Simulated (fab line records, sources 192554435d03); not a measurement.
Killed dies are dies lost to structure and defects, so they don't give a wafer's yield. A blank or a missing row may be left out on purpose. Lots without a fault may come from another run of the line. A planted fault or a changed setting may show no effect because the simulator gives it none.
Split-lot experiment | flow n5_finfet | 7 lots, 39 wafers read, on a route of 1938 steps

THE SPLIT
At N5_BEOL_M9_CVD_78 (deposits Co from CCTBA/H2, target thk 2 nm, time 138.9 s), the setting target_thk_a was moved away from the recipe's 20 angstrom on 18 of the 39 wafers read, by -43.2% to +50.1%. The other wafers ran this setting at the recipe's value.

The reading is taken at the split's own step.

THE READING
Co_of_BEOL_M9_CVD_78.thk_nm (the simulator's own value, which no gauge read), in nm, at N5_BEOL_M9_CVD_78 (deposits Co from CCTBA/H2, target thk 2 nm, time 138.9 s). The file gives no usual value for it. The 21 wafers here that ran the recipe average 2.0 nm, standard deviation 0.075 nm.

wafer  | tool, chamber at the split | target_thk_a as run, angstrom | against the recipe | Co_of_BEOL_M9_CVD_78.thk_nm, nm | against lot-mates on the recipe
L079.1 | cvd_co-01, 1               | 11.36                         | -43.2%             | 1.2                             | -0.9
L079.6 | cvd_co-01, 1               | 11.36                         | -43.2%             | 1.2                             | -0.9
L079.2 | cvd_co-01, 0,2             | 20                            | recipe             | 2                               | -
L079.3 | cvd_co-01, 0,2             | 20                            | recipe             | 2                               | -
L079.4 | cvd_co-01, 2               | 20                            | recipe             | 2.2                             | -
L079.5 | cvd_co-01, 0               | 11.36                         | -43.2%             | 1                               | -1.1
L077.1 | cvd_co-02, 1,0             | 15.13                         | -24.3%             | 1.6                             | -0.3
L077.3 | cvd_co-02, 1,0             | 15.13                         | -24.3%             | 1.6                             | -0.3
L077.2 | cvd_co-02, 2               | 20                            | recipe             | 2                               | -
L077.5 | cvd_co-02, 2               | 20                            | recipe             | 2                               | -
L077.4 | cvd_co-02, 1               | 20                            | recipe             | 1.8                             | -
L077.6 | cvd_co-02, 0               | 15.13                         | -24.3%             | 1.4                             | -0.5
L078.1 | cvd_co-02, 1,2,2           | 20                            | recipe             | 2                               | -
L078.2 | cvd_co-02, 1,2,2           | 20                            | recipe             | 2                               | -
L078.4 | cvd_co-02, 1,2,2           | 20                            | recipe             | 2                               | -
L078.3 | cvd_co-02, 0,1,0           | 23.83                         | +19.1%             | 2.4                             | +0.4
L078.5 | cvd_co-02, 0,1,0           | 23.83                         | +19.1%             | 2.4                             | +0.4
L078.6 | cvd_co-02, 0,1,0           | 23.83                         | +19.1%             | 2.4                             | +0.4
L084.1 | cvd_co-02, 1,2,2           | 30.02                         | +50.1%             | 3                               | +1.0
L084.2 | cvd_co-02, 1,2,2           | 30.02                         | +50.1%             | 3                               | +1.0
L084.6 | cvd_co-02, 1,2,2           | 30.02                         | +50.1%             | 3                               | +1.0
L084.3 | cvd_co-02, 0,0,1           | 20                            | recipe             | 2                               | -
L084.4 | cvd_co-02, 0,0,1           | 20                            | recipe             | 2                               | -
L084.5 | cvd_co-02, 0,0,1           | 20                            | recipe             | 2                               | -
L088.1 | cvd_co-01, 2,1             | 24.96                         | +24.8%             | 2.6                             | +0.6
L088.3 | cvd_co-01, 2,1             | 24.96                         | +24.8%             | 2.6                             | +0.6
L088.2 | cvd_co-01, 0,1,0           | 20                            | recipe             | 2                               | -
L088.5 | cvd_co-01, 0,1,0           | 20                            | recipe             | 2                               | -
L088.6 | cvd_co-01, 0,1,0           | 20                            | recipe             | 2                               | -
L088.4 | cvd_co-01, 2               | 24.96                         | +24.8%             | 2.4                             | +0.4
L093.2 | cvd_co-01, 1               | 20                            | recipe             | 2.2                             | -
L093.3 | cvd_co-01, 0,2             | 20                            | recipe             | 2                               | -
L093.6 | cvd_co-01, 0,2             | 20                            | recipe             | 2                               | -
L096.1 | cvd_co-02, 2,0,1           | 20                            | recipe             | 2                               | -
L096.3 | cvd_co-02, 2,0,1           | 20                            | recipe             | 2                               | -
L096.4 | cvd_co-02, 2,0,1           | 20                            | recipe             | 2                               | -
L096.2 | cvd_co-02, 1,0             | 25.87                         | +29.4%             | 2.6                             | +0.6
L096.5 | cvd_co-02, 1,0             | 25.87                         | +29.4%             | 2.6                             | +0.6
L096.6 | cvd_co-02, 2               | 25.87                         | +29.4%             | 2.8                             | +0.8
Where a row lists several chambers, the file gives one row for several wafers and doesn't say which wafer went through which chamber.

THE FIT
A straight line over all 39 wafers: Co_of_BEOL_M9_CVD_78.thk_nm changes by +0.0203 nm for each +1% of target_thk_a; r = +0.99; the points scatter about the line by 0.08 nm.
The same after taking each lot's own level away (the mean of its wafers on the recipe; 39 wafers): +0.0206 nm for each +1%; r = +0.99; scatter 0.08 nm.
On that fit, the largest move of target_thk_a shifts the reading by 1 nm.
The lots' own levels span 1.93 to 2.07 nm, that is 1.8 times the standard deviation above.
So the lot-to-lot level changes the slope little: the two slopes agree.
Check: with one of the wafers moved furthest among these (+50.1%) left out of the fit, the line predicts +1.05 nm for it against its lot-mates. It came out at +1 nm against them.

OTHER SPLITS ON THESE WAFERS
These wafers also went through other splits before the reading. Each is held against what the fit with the lots' levels taken away leaves over:
other split on the same wafers        | wafers away from the commonest value | r with Co_of_BEOL_M9_CVD_78.thk_nm (lot level and that fit taken away)
N5_SD_EPI_N_ETCH_45 target_depth_a    | 9                                    | -0.08
N5_MOL_CONTACT_COAG_ALD_27 ald_cycles | 15                                   | +0.04
N5_BEOL_M6_VIA_ETCH_34 time_s         | 12                                   | -0.02

THE FILE'S OWN FIT
Co_of_BEOL_M9_CVD_78.thk_nm changes by +0.0206 nm for each +1% of target_thk_a, r = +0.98.
